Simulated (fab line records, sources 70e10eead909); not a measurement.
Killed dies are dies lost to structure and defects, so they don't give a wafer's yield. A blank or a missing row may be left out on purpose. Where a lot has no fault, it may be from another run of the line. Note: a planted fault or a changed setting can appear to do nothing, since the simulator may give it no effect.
A lot that was struck, set against a sound lot :: flow nand_harc :: 40 out of 1302 route steps
Sound: these wafers, L122.2, L122.3, L122.6. Struck: wafer L136.4. (L136.3 of the same lot was not struck and is left out.) The cause comes at the end.
Per side, at each step with rows, come the tool, then ch with its chambers, and then its first start. Under that, the readings that differ: sound wafers :: struck wafers :: difference of the means :: sigmas: that difference in standard deviations of wafers without a fault.
alike: words and numbers the same on both sides, and readings whose means are apart by under 2 such deviations; not compared: readings that were withheld, readings missing a value for some wafer, numbers with overlapping values and no deviation given by the record, and bounds like >300 which may hide the same value.
A row with sigmas, a row that says differs or no value, or rows on one side alone: a step with any of these is where the two part. Numbers that have no deviation but don't overlap get no sigmas and don't part them. Lack of a reading on every wafer of one side parts them only where that side has two or more wafers.

NHARC_A_BONDPAD_THK_MEAS_20: measures by xrf.
  sound on film_metro-02, day 24 07:17; struck on film_metro-02, day 30 19:47
  alike: thk_nm
then, 1 step without rows for these wafers: NHARC_A_BONDPAD_SRD_21 (time 30 s, dry time 20 s).
NHARC_A_BONDPAD_INSPECT_23:
  sound on defect_inspect-02, day 24 07:30; struck on defect_inspect-01, day 30 20:01
  alike: raw_defect_count
then, 5 steps without rows for these wafers: NHARC_HYBRID_BOND_ACTIVATE_00 (chemistry N2, time 60 s); NHARC_HYBRID_BOND_PRECLEAN_01 (cleans in DIW, time 300 s); NHARC_HYBRID_BOND_SRD_02 (time 30 s, dry time 20 s); NHARC_HYBRID_BOND_BOND_03; NHARC_HYBRID_BOND_ANNEAL_04 (time 7200 s).
NHARC_HYBRID_BOND_OVL_MEAS_05:
  sound on overlay-02, day 24 15:43; struck on overlay-02, day 31 05:25
  alike: overlay_x_nm, overlay_y_nm
NHARC_HYBRID_BOND_INSPECT_06: inspects for defects (ir void).
  sound on defect_inspect-01, day 24 15:47; struck on defect_inspect-01, day 31 05:28
  alike: raw_defect_count
NHARC_THIN_TSV_GRIND_00:
  sound on grinder-01 ch 0, day 24 17:20; struck on grinder-01 ch 0, day 31 06:01
reading: motor_current_A (A)
sound: 12.022 12.000 12.044
struck: 11.978
difference: -0.044
sigmas: -2
then, 13 steps without rows for these wafers: NHARC_THIN_TSV_CMP_01 (polishes); NHARC_THIN_TSV_SRD_03; NHARC_THIN_TSV_PRECLEAN_41 (cleans in SC1); NHARC_THIN_TSV_SRD_42; NHARC_THIN_TSV_DEP_43 (deposits SiO2, target thk 1328.5 nm); NHARC_THIN_TSV_DEHYDRATE_04 (time 120 s); NHARC_THIN_TSV_HMDS_05 (time 30 s); NHARC_THIN_TSV_COAT_06; NHARC_THIN_TSV_SOFTBAKE_07 (time 95 s); NHARC_THIN_TSV_EBR_08; NHARC_THIN_TSV_EXPOSE_09 (exposes mask TSV); NHARC_THIN_TSV_PEB_10 (peb time 85 s); NHARC_THIN_TSV_DEVELOP_11 (time 70 s).
NHARC_THIN_TSV_CD_MEAS_12 targets a cd of 1000 nm.
  sound on cd_sem-03 ch 0, day 24 19:40; struck on cd_sem-03 ch 0, day 31 08:17
  alike: cd_nm
then, 3 steps without rows for these wafers: NHARC_THIN_TSV_HARDBAKE_13 (time 80 s); NHARC_THIN_TSV_DESCUM_14 (chemistry O2, time 3 s); NHARC_THIN_TSV_ETCH_44 (etches the open film in CF4/O2, target depth 1594.2 nm, time 797.1 s).
NHARC_THIN_TSV_ETCH_15: target depth 3000 nm, bosch target overetch cycles 2, bosch etch step 2.8 s.
  sound on rie_si-01 ch 0,1, day 24 20:29; struck on rie_si-03 ch 0, day 31 09:16
reading: drypump_motor_current_A (A)
sound: 5.7 6.4 5.7
struck: 4.8
difference: -1.1
sigmas: -2
  not compared: rf_hours_counter_h
NHARC_THIN_TSV_CD_MEAS_16:
  sound on cd_sem-03, day 24 20:38; struck on cd_sem-03, day 31 09:23
reading: cd_nm (nm)
sound: 1001.8 1001.9 997.9
struck: 1004.5
difference: +4.0
sigmas: +2
then, 2 steps without rows for these wafers: NHARC_THIN_TSV_STRIP_45 (strips in O2); NHARC_THIN_TSV_STRIP_46 (strips in post etch residue remover, time 1200 s).
NHARC_THIN_TSV_DEP_47: deposits SiO2, target thk 200 nm.
  sound on pecvd-01 ch 1,2, day 24 21:30; struck on pecvd-04 ch 1, day 31 10:16
reading: showerhead_vpp_V (V)
sound: 1758 1865 1873
struck: 1971
difference: +139
sigmas: +2
  alike: mfc_precursor_sccm, throttle_valve_pct
NHARC_THIN_TSV_ETCHBACK_48: etches the open film in C4F8/Ar, target depth 1028.5 nm, time 405.17 s.
  sound on rie_diel-01 ch 0,1, day 24 21:55; struck on rie_diel-04 ch 1, day 31 10:41
  alike: oes_product_au, rf_vpp_V
  not compared: rf_hours_counter_h
then, 1 step without rows for these wafers: NHARC_THIN_TSV_STRIP_62 (strips in N2/H2, time 20 s).
NHARC_THIN_TSV_DEGAS_49: time 120 s.
  sound on pvd_sputter-01, day 24 22:26; struck on pvd_sputter-01, day 31 11:12
  alike: heater_power_w
NHARC_THIN_TSV_PRE_CLEAN_50: time 30 s.
  sound on pvd_sputter-01; struck on pvd_sputter-01
  alike: heater_power_w
then, 2 steps without rows for these wafers: NHARC_THIN_TSV_PVD_19 (deposits TaN, target thk 20 nm); NHARC_THIN_TSV_PVD_51 (deposits Cu, target thk 100 nm).
NHARC_END_SORT_01:
  here the record holds rows for the struck wafers (prober-01 ch 0, day 32 01:49) but none for the sound ones

WHERE THEY PART
Last at NHARC_END_SORT_01 as far as this record goes, first at NHARC_THIN_TSV_GRIND_00.

WHY: what had been put in by the simulator
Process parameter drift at NHARC_THIN_TSV_GRIND_00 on grinder-01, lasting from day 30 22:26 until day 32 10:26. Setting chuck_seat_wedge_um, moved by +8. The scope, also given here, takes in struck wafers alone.
